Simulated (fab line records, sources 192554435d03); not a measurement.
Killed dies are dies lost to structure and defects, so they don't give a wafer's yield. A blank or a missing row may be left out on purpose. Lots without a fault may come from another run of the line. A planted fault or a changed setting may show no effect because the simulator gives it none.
Which tool did it? | flow n5_finfet | 24 lots, 72 wafers sampled, at 3 steps of a route of 1938

WHAT THE GAUGES READ, wafer by wafer
N5_ZERO_LAYER_CD_MEAS_11: target cd 2000 nm. Usual: cd_nm 1999.6 nm, standard deviation 1.6.
lot  | measured    | on        | cd_nm (nm)           | flag
L074 | day 1 12:38 | cd_sem-03 | 2000.3 2001.4 1999.2 |
L075 | day 1 18:38 | cd_sem-02 | 1996.8 1996.7 1996.9 |
L076 | day 2 00:38 | cd_sem-03 | 1999.9 2001.5 1997.9 |
L077 | day 2 06:46 | cd_sem-02 | 1998.0 1999.5 1998.7 |
L078 | day 2 12:40 | cd_sem-02 | 2001.9 2001.3 1999.6 |
L079 | day 2 18:46 | cd_sem-02 | 1999.9 2001.3 2002.5 |
L080 | day 3 00:46 | cd_sem-02 | 1999.7 2000.3 1999.2 |
L081 | day 3 06:46 | cd_sem-03 | 1999.5 1998.4 1999.6 |
L082 | day 3 12:38 | cd_sem-03 | 1999.9 2000.5 2001.0 |
L083 | day 3 18:38 | cd_sem-01 | 1999.0 1998.7 1999.0 |
L084 | day 4 00:46 | cd_sem-02 | 1998.4 2002.2 1998.5 |
L085 | day 4 06:50 | cd_sem-01 | 1998.3 1997.0 1996.8 |
L086 | day 4 12:46 | cd_sem-01 | 1999.7 2000.5 1997.7 |
L087 | day 4 18:47 | cd_sem-02 | 2001.4 2000.3 2002.7 |
L088 | day 5 00:40 | cd_sem-01 | 1997.5 1997.0 1998.7 |
L089 | day 5 06:38 | cd_sem-02 | 2001.7 2003.0 2002.3 |
L090 | day 5 12:38 | cd_sem-01 | 2000.5 1999.2 1998.1 |
L091 | day 5 18:46 | cd_sem-01 | 2000.4 1998.8 2000.8 |
L092 | day 6 00:38 | cd_sem-03 | 1997.2 1999.0 1996.7 |
L093 | day 6 06:38 | cd_sem-02 | 2000.4 2001.5 1999.6 |
L094 | day 6 12:38 | cd_sem-01 | 1999.0 2000.4 2001.1 |
L095 | day 6 18:46 | cd_sem-03 | 2002.1 2001.4 1999.5 |
L096 | day 7 00:46 | cd_sem-02 | 1997.8 1997.5 1998.8 |
L097 | day 7 06:46 | cd_sem-03 | 2000.2 2000.8 1997.8 |

N5_WELL_APT_INSPECT_38: inspects for defects (darkfield). Usual: raw_defect_count 13, standard deviation 4.7.
lot  | measured    | on                | raw_defect_count | flag
L074 | day 1 16:35 | defect_inspect-01 | 8 16 20          |
L075 | day 1 22:42 | defect_inspect-01 | 9 15 17          |
L076 | day 2 04:32 | defect_inspect-02 | 11 19 16         |
L077 | day 2 10:45 | defect_inspect-01 | 16 13 12         |
L078 | day 2 16:38 | defect_inspect-02 | 12 22 15         |
L079 | day 2 23:33 | defect_inspect-01 | 12 11 8          |
L080 | day 3 05:26 | defect_inspect-01 | 24 10 25         |
L081 | day 3 11:05 | defect_inspect-02 | 12 15 9          |
L082 | day 3 16:37 | defect_inspect-02 | 6 16 22          |
L083 | day 3 23:01 | defect_inspect-02 | 10 25 24         |
L084 | day 4 05:20 | defect_inspect-01 | 7 10 17          |
L085 | day 4 11:32 | defect_inspect-01 | 10 12 9          |
L086 | day 4 16:44 | defect_inspect-02 | 12 12 11         |
L087 | day 4 23:13 | defect_inspect-01 | 17 21 8          |
L088 | day 5 04:36 | defect_inspect-02 | 14 10 20         |
L089 | day 5 10:38 | defect_inspect-01 | 18 15 22         |
L090 | day 5 16:32 | defect_inspect-02 | 16 8 13          |
L091 | day 5 22:42 | defect_inspect-02 | 19 13 6          |
L092 | day 6 04:48 | defect_inspect-02 | 7 12 11          |
L093 | day 6 10:31 | defect_inspect-02 | 16 10 16         |
L094 | day 6 16:38 | defect_inspect-02 | 18 15 9          |
L095 | day 6 23:21 | defect_inspect-01 | 9 8 13           |
L096 | day 7 04:48 | defect_inspect-02 | 21 8 9           |
L097 | day 7 11:12 | defect_inspect-02 | 8 16 11          |

WHICH TOOL RAN EACH LOT (tool, then ch and the chambers of the sampled wafers, then the start)
lot  | N5_ZERO_LAYER_DESCUM_16
L074 | rie_diel-02 ch 0,1,3, day 1 12:41
L075 | rie_diel-02 ch 0,1,3, day 1 18:41
L076 | rie_diel-05 ch 1,2,3, day 2 00:41
L077 | rie_diel-02 ch 0,1,3, day 2 06:49
L078 | rie_diel-05 ch 1,2,3, day 2 12:42
L079 | rie_diel-02 ch 0,2,3, day 2 19:03
L080 | rie_diel-05 ch 0,1, day 3 00:48
L081 | rie_diel-05 ch 0,1,2, day 3 06:48
L082 | rie_diel-05 ch 1,3, day 3 12:41
L083 | rie_diel-05 ch 1,3, day 3 18:41
L084 | rie_diel-02 ch 0,2, day 4 00:48
L085 | rie_diel-02 ch 0,1,2, day 4 06:52
L086 | rie_diel-05 ch 2,3, day 4 12:49
L087 | rie_diel-02 ch 0,1,2, day 4 18:50
L088 | rie_diel-06 ch 0,2,3, day 5 00:42
L089 | rie_diel-02 ch 0,2,3, day 5 06:41
L090 | rie_diel-06 ch 0,1,3, day 5 12:41
L091 | rie_diel-05 ch 1,2, day 5 18:48
L092 | rie_diel-02 ch 0,1,2, day 6 00:41
L093 | rie_diel-06 ch 0,1, day 6 06:41
L094 | rie_diel-06 ch 0,1,3, day 6 12:46
L095 | rie_diel-05 ch 0,1,2, day 6 18:48
L096 | rie_diel-05 ch 1,3, day 7 00:49
L097 | rie_diel-02 ch 2,3, day 7 06:48
- N5_ZERO_LAYER_DESCUM_16: chemistry O2, time 7.9 s.

WHAT THE TOOLS THEMSELVES READ (means of the sampled wafers that have a number; where no wafer has one, the mark that the record gives instead)
N5_ZERO_LAYER_DESCUM_16. Usual: drypump_motor_current_A 5.7 A, standard deviation 0.36; oes_product_au 0.77 a.u., standard deviation 0.064; rf_fwd_power_W 49.36 W, standard deviation 0.2; rf_vpp_V 243.2 V, standard deviation 1.5; showerhead_plenum_p_Torr 2.09 Torr, standard deviation 0.074; throttle_valve_pct 20.44 %, standard deviation 0.2.
lot  | tool        | drypump_motor_current_A (A) | oes_product_au (a.u.) | rf_fwd_power_W (W) | rf_vpp_V (V) | showerhead_plenum_p_Torr (Torr) | throttle_valve_pct (%) | flag
L074 | rie_diel-02 | 5.7                         | 0.80                  | 49.34              | 244.3        | 2.16                            | 20.51                  |
L075 | rie_diel-02 | 5.7                         | 0.79                  | 49.43              | 243.9        | 2.16                            | 20.52                  |
L076 | rie_diel-05 | 5.6                         | 0.71                  | 49.31              | 243.4        | 2.10                            | 20.42                  |
L077 | rie_diel-02 | 5.8                         | 0.79                  | 49.36              | 244.3        | 2.16                            | 20.53                  |
L078 | rie_diel-05 | 5.6                         | 0.71                  | 49.39              | 243.7        | 2.10                            | 20.42                  |
L079 | rie_diel-02 | 5.5                         | 0.78                  | 49.43              | 243.0        | 2.10                            | 20.37                  |
L080 | rie_diel-05 | 5.5                         | 0.72                  | 49.60              | 242.9        | 2.07                            | 20.53                  |
L081 | rie_diel-05 | 5.8                         | 0.73                  | 49.36              | 243.0        | 2.10                            | 20.37                  |
L082 | rie_diel-05 | 5.4                         | 0.69                  | 49.42              | 242.8        | 2.06                            | 20.56                  |
L083 | rie_diel-05 | 5.3                         | 0.69                  | 49.48              | 242.7        | 2.05                            | 20.59                  |
L084 | rie_diel-02 | 5.5                         | 0.79                  | 49.24              | 242.3        | 2.07                            | 20.31                  |
L085 | rie_diel-02 | 5.7                         | 0.79                  | 49.27              | 243.4        | 2.14                            | 20.45                  |
L086 | rie_diel-05 | 5.9                         | 0.71                  | 49.26              | 243.7        | 2.13                            | 20.30                  |
L087 | rie_diel-02 | 5.7                         | 0.78                  | 49.42              | 244.4        | 2.14                            | 20.47                  |
L088 | rie_diel-06 | 5.6                         | 0.76                  | 49.23              | 242.7        | 2.06                            | 20.49                  |
L089 | rie_diel-02 | 5.4                         | 0.76                  | 49.36              | 243.3        | 2.09                            | 20.38                  |
L090 | rie_diel-06 | 5.6                         | 0.77                  | 49.41              | 242.9        | 2.04                            | 20.54                  |
L091 | rie_diel-05 | 5.5                         | 0.86                  | 49.34              | 243.3        | 2.09                            | 20.27                  |
L092 | rie_diel-02 | 5.7                         | 0.77                  | 49.28              | 242.8        | 2.13                            | 20.49                  |
L093 | rie_diel-06 | 5.9                         | 0.79                  | 49.44              | 241.9        | 2.03                            | 20.74                  |
L094 | rie_diel-06 | 5.6                         | 0.76                  | 49.48              | 242.1        | 2.04                            | 20.56                  |
L095 | rie_diel-05 | 5.8                         | 0.80                  | 49.40              | 243.5        | 2.10                            | 20.29                  |
L096 | rie_diel-05 | 5.3                         | 0.93                  | 49.44              | 242.9        | 2.05                            | 20.26                  |
L097 | rie_diel-02 | 5.5                         | 0.78                  | 49.23              | 243.4        | 2.07                            | 20.44                  |

THE ANSWER, worked out from the rows above alone
Rule: a lot is off if the mean of its wafers that have a number lies more than 3 standard deviations from the usual mean. A lot without any number at a reading at which 4 lots or more have one is off too. The other lots that the step has rows for count as sound. The gauges are gone through in route order, then the tools' own readings, and for those a lot's mean is taken as printed above. The first step at which some lot is off is used, and at that step the reading that is off furthest; a lot without a number counts as furthest.
No lot is off at any reading shown: from this, nothing can be told.

WHAT THE SIMULATOR HAD PUT IN
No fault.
